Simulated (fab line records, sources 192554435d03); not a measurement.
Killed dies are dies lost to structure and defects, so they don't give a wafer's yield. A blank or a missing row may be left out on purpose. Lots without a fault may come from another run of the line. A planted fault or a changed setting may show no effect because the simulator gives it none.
Problem report in the 8D (eight disciplines) form, filled by code | flow n5_finfet | the parts of the form that need people (team, actions taken, sign-off) are left out

1. THE PROBLEM
trench_depth_nm at N5_BEOL_M11_OCD_MEAS_38 reads a mean of 186 nm on 4 wafers of 3 lots; wafers without a fault read 148 nm with a standard deviation of 3.6. That is +11 standard deviations from the usual mean.
First seen on wafer L399.6, day 16 07:09, on ocd-01. The record holds 18 wafers of 7 lots with a number at this step. Rule for "out", or "out of limits": more than 4 standard deviations from the usual mean. The other wafers with a number count as sound.

2. WHAT IT IS AND WHAT IT IS NOT
question                    | is                             | is not
which readings at this step | trench_depth_nm                | -
which lots                  | L398, L399, L400               | L379, L380, L386, L389
which wafers of those lots  | L398.2, L398.6, L399.6, L400.2 | L399.3, L400.3
read on which gauges        | ocd-01                         | ocd-02
when                        | from day 16 07:09              | up to then (13 sound wafers); but 1 sound wafer of L400 came after

3. SUSPECTS, AND WHAT RULES EACH OUT
Counting: a tool at a process step up to the reading stays a suspect if it ran every lot that is out. Sound lots after the first of them don't rule it out here, since some wafers of a struck lot are sound.
- the gauge at N5_BEOL_M11_OCD_MEAS_38: ruled out. All the wafers that are out were read on ocd-01, but those of them that N5_BEOL_M11_TRENCH_ETCH_37 has rows for are out there too, on other tools.
- rie_diel-06 at N5_BEOL_M11_DESCUM_33 (chemistry O2, time 7.9 s): kept. It ran every lot that is out, first L399 (day 16 06:39); its last sound lot up to then is L389 (day 14 07:05).
- rie_diel-06 at N5_BEOL_M11_TRENCH_ETCH_37 (etches SiCOH lowk in C4F6/O2, target depth 148.83 nm, time 48 s): kept. It ran every lot that is out, first L399 (day 16 06:58); its last sound lot up to then is L389 (day 14 07:24). Its own readings are out on those wafers: run_length_s.
Left after counting: rie_diel-06 at N5_BEOL_M11_DESCUM_33, rie_diel-06 at N5_BEOL_M11_TRENCH_ETCH_37.

4. THE CAUSE (what the simulator had put in)
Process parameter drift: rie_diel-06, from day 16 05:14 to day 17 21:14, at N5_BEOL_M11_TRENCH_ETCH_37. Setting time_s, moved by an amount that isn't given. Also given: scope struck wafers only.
Counting left 2 suspects, and this tool is among them.

5. THE CHAIN OF EFFECTS, in route order
Each row: a reading whose mean over the struck wafers that have a number lies more than 3 standard deviations from the usual. Only readings for which the record gives a usual standard deviation are gone through. hours: the time from each lot's start at the first step in this table that gives one to its start at this step, as a median over the lots. sigmas: the change in usual standard deviations.
hours | step                       | reading           | usual        | on struck wafers | change | sigmas
0     | N5_BEOL_M11_TRENCH_ETCH_37 | run_length_s      | 71.4 s       | 83.2             | +11.8  | +29
0     | N5_BEOL_M11_OCD_MEAS_38    | trench_depth_nm   | 148 nm       | 186              | +38    | +11
3     | N5_BEOL_M11_THK_MEAS_53    | M11_THK           | 139 nm       | 178              | +39    | +9.5
3     | N5_BEOL_M11_RS_MEAS_57     | M11_RS            | 0.153 ohm/sq | 0.117            | -0.036 | -7.6
29    | N5_BEOL_M15_RC_MEAS_101    | SERP_M11          | 3.11 ohm/um  | 2.37             | -0.74  | -6.7
29    | N5_BEOL_M15_RC_MEAS_101    | SERP_M11_max_site | 3.20 ohm/um  | 2.41             | -0.79  | -6.6
The process steps in it:
- N5_BEOL_M11_TRENCH_ETCH_37: etches SiCOH lowk in C4F6/O2, target depth 148.83 nm, time 48 s.

6. WHAT WOULD HAVE CAUGHT IT SOONER
In this record the first reading out of limits at a measuring or inspecting step was taken at day 16 07:09, 2 hours after the fault began at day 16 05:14.
The tool's own readings at N5_BEOL_M11_TRENCH_ETCH_37 were out on every struck wafer that the step has a row for (run_length_s): an alarm limit on them would have fired on the first of those.
Of the lots that are out (3), L398, L400 began N5_BEOL_M11_TRENCH_ETCH_37 on rie_diel-06 after day 16 07:09. A hold on the tool at that time would have spared those 2.
